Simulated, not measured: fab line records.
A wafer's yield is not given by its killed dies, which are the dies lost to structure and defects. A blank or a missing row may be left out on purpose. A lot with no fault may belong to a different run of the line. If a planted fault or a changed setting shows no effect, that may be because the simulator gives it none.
Chamber matching || flow n5 finfet || N5_STI_FIN_REVEAL_ALD_00 on ald sin-04 has 4 sister chambers
The step deposits SiO2, target thk 1 nm, pulse time 1 s. 4 wafers are shown with their chamber, then 11 later ones without.

## WAFERS, EACH WITH ITS CHAMBER
{"wafer": "L085.1", "chamber": 1, "heater power w (W)": 483}
{"wafer": "L088.4", "chamber": 3, "heater power w (W)": 445}
{"wafer": "L088.6", "chamber": 0, "heater power w (W)": 403}
{"wafer": "L089.1", "chamber": 2, "heater power w (W)": 581}

## WAFERS WITHOUT THEIR CHAMBER
{"wafer": "L089.2", "heater power w (W)": 450}
{"wafer": "L089.3", "heater power w (W)": 401}
{"wafer": "L089.4", "heater power w (W)": 458}
{"wafer": "L089.5", "heater power w (W)": 591}
{"wafer": "L089.6", "heater power w (W)": 403}
{"wafer": "L092.4", "heater power w (W)": 483}
{"wafer": "L092.5", "heater power w (W)": 453}
{"wafer": "L092.6", "heater power w (W)": 588}
{"wafer": "L094.1", "heater power w (W)": 574}
{"wafer": "L094.4", "heater power w (W)": 406}
{"wafer": "L094.5", "heater power w (W)": 473}

## WHICH CHAMBER EACH ONE RAN IN
{"wafer": "L089.2", "from the rows above": 3, "in truth": 3}
{"wafer": "L089.3", "from the rows above": 0, "in truth": 0}
{"wafer": "L089.4", "from the rows above": "can't be placed: 3 or 1", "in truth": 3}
{"wafer": "L089.5", "from the rows above": 2, "in truth": 2}
{"wafer": "L089.6", "from the rows above": 0, "in truth": 0}
{"wafer": "L092.4", "from the rows above": 1, "in truth": 1}
{"wafer": "L092.5", "from the rows above": 3, "in truth": 3}
{"wafer": "L092.6", "from the rows above": 2, "in truth": 2}
{"wafer": "L094.1", "from the rows above": 2, "in truth": 2}
{"wafer": "L094.4", "from the rows above": 0, "in truth": 0}
{"wafer": "L094.5", "from the rows above": 1, "in truth": 1}
Correctly placed: 10 of 11. Cannot be placed on the basis of these rows: 1; the candidates contain the true chamber in 1. Number placed wrongly: 0.
How it was worked out, from the rows above alone: a wafer's distance from a chamber is the root of the sum, over the readings, of the square of ((its reading less the chamber's mean) divided by the reading's scatter). The wafer belongs to the nearest chamber; if the next one is less than 2 further off, it can't be placed. The mean given for a chamber averages the wafers shown for that chamber. The scatter (one wafer shown for each chamber): square how far every hidden wafer sits from the nearest shown wafer, average those squares and take the square root.
